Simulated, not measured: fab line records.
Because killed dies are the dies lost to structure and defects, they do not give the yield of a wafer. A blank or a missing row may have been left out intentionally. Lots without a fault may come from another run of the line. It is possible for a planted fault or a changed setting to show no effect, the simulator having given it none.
Chamber matching + flow nandHarc + 4 sister chambers for NHARC_A_CONTACT_DESCUM_74 on rieDiel-04
The step chemistry O2, time 3 s. 4 wafers are shown with their chamber, then 7 later ones without.

WAFERS, EACH WITH ITS CHAMBER
| wafer  | chamber | showerheadPlenumPTorr (Torr) |
|--------|---------|------------------------------|
| L512.1 | 0       | 1.92                         |
| L512.2 | 2       | 2.00                         |
| L516.3 | 1       | 1.81                         |
| L516.5 | 3       | 1.79                         |

WAFERS WHOSE CHAMBER IS MISSING
| wafer  | showerheadPlenumPTorr (Torr) |
|--------|------------------------------|
| L516.6 | 1.99                         |
| L519.2 | 1.92                         |
| L519.3 | 1.81                         |
| L519.6 | 1.79                         |
| L520.1 | 1.78                         |
| L520.2 | 1.92                         |
| L520.4 | 1.81                         |

CHAMBER TAKEN BY EACH
| wafer  | from the rows above | in truth |
|--------|---------------------|----------|
| L516.6 | 2                   | 2        |
| L519.2 | 0                   | 0        |
| L519.3 | 1                   | 1        |
| L519.6 | 3                   | 3        |
| L520.1 | 3                   | 3        |
| L520.2 | 0                   | 0        |
| L520.4 | 1                   | 1        |
7 of 7 placed correctly. Left unplaced by these rows: 0. Placed wrongly: 0.
How it was worked out, from the rows above alone: a wafer's distance from a chamber is the root of the sum, over the readings, of the square of ((its reading less the chamber's mean) divided by the reading's scatter). The wafer belongs to the nearest chamber; if the next one is less than 2 further off, it can't be placed. Each chamber's mean is taken over the wafers shown for it. The scatter (one wafer shown for each chamber): square how far every hidden wafer sits from the nearest shown wafer, average those squares and take the square root.
